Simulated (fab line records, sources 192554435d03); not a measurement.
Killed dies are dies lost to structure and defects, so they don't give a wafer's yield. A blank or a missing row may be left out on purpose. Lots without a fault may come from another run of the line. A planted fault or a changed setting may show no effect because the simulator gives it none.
One fault seen from 2 desks | flow n5_finfet | each desk has only its own numbers; what lay behind them comes last

THE METROLOGY DESK
What the gauges read, lot by lot, whatever tool the lot ran on: means of the sampled wafers that have a number. A lot is out of limits, marked OUT, if its mean lies more than 4 standard deviations from the usual mean; the brackets give that distance. Of its 11 readings 7 are shown: the one that was out of limits first, and those that lie furthest out on some lot.
Columns: A = M1_ILD_THK at N5_BEOL_M1_THK_MEAS_01, usual 79.1 nm; B = DIBL_N at N5_BEOL_M4_RC_MEAS_101, usual 35.8 mV/V; C = DIBL_P at N5_BEOL_M4_RC_MEAS_101, usual 35.3 mV/V; D = IOFF_N at N5_BEOL_M4_RC_MEAS_101, usual 0.16 nA/um; E = ION_P at N5_BEOL_M4_RC_MEAS_101, usual 463 uA/um; F = SS_N at N5_BEOL_M4_RC_MEAS_101, usual 71.4 mV/dec; G = VT_N at N5_BEOL_M4_RC_MEAS_101, usual 250 mV
lot  | first seen here | A               | B    | C    | D    | E   | F    | G
L422 | day 7 16:43     | 78.4            | 33.7 | 33.2 | 0.13 | 462 | 70.7 | 251
L427 | day 9 00:13     | 106.8 (+28) OUT | 38.4 | 38.3 | 0.21 | 450 | 72.7 | 245
L428 | day 9 02:34     | 132.7 (+54) OUT | -    | -    | -    | -   | -    | -
L429 | day 9 17:18     | 107.1 (+28) OUT | 35.8 | 37.0 | 0.16 | 469 | 71.4 | 246
L437 | day 11 14:19    | 79.0            | 36.4 | 33.8 | 0.16 | 465 | 71.3 | 249
This desk's finding: out of limits on L427, L428, L429; first on L427, day 9 00:13 (M1_ILD_THK at N5_BEOL_M1_THK_MEAS_01). In limits: L422, L437.

THE TOOL OWNER'S DESK: pecvd-01
The tool's own readings at N5_BEOL_M1_ILD_DEP_00 (deposits SiOC from DEMS/O2, target thk 79 nm, time 15.3 s): means of the sampled wafers that have a number, for each lot that ran on this tool. A lot is out of limits, marked OUT, if its mean lies more than 4 standard deviations from the usual mean; the brackets give that distance.
Columns: A = heater_power_w at N5_BEOL_M1_ILD_DEP_00, usual 434 W; B = showerhead_plenum_p_Torr at N5_BEOL_M1_ILD_DEP_00, usual 5.687 Torr; C = throttle_valve_pct at N5_BEOL_M1_ILD_DEP_00, usual 12.4 %
lot  | first seen here | A   | B     | C
L422 | day 7 16:39     | 428 | 5.678 | 11.5
L427 | day 9 00:08     | 404 | 5.685 | 12.6
L428 | day 9 02:29     | 457 | 5.698 | 12.4
L429 | day 9 17:14     | 380 | 5.690 | 11.6
This desk's finding: nothing out of limits on any of the 4 lots.

PUT TOGETHER
The metrology desk could have raised an alarm at day 9 00:13, on L427, L428, L429.
The tool owner's desk saw nothing out of limits.
The tool owner's desk has L427, L428, L429 on record, within its limits.
Of the lots named, all ran N5_BEOL_M1_ILD_DEP_00 on pecvd-01.

WHAT THE SIMULATOR HAD PUT IN
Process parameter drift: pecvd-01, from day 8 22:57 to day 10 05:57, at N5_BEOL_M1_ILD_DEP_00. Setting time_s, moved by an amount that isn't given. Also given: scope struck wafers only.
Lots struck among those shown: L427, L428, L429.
Hours from the fault's start to each desk's first reading out of limits: the metrology desk, 1.
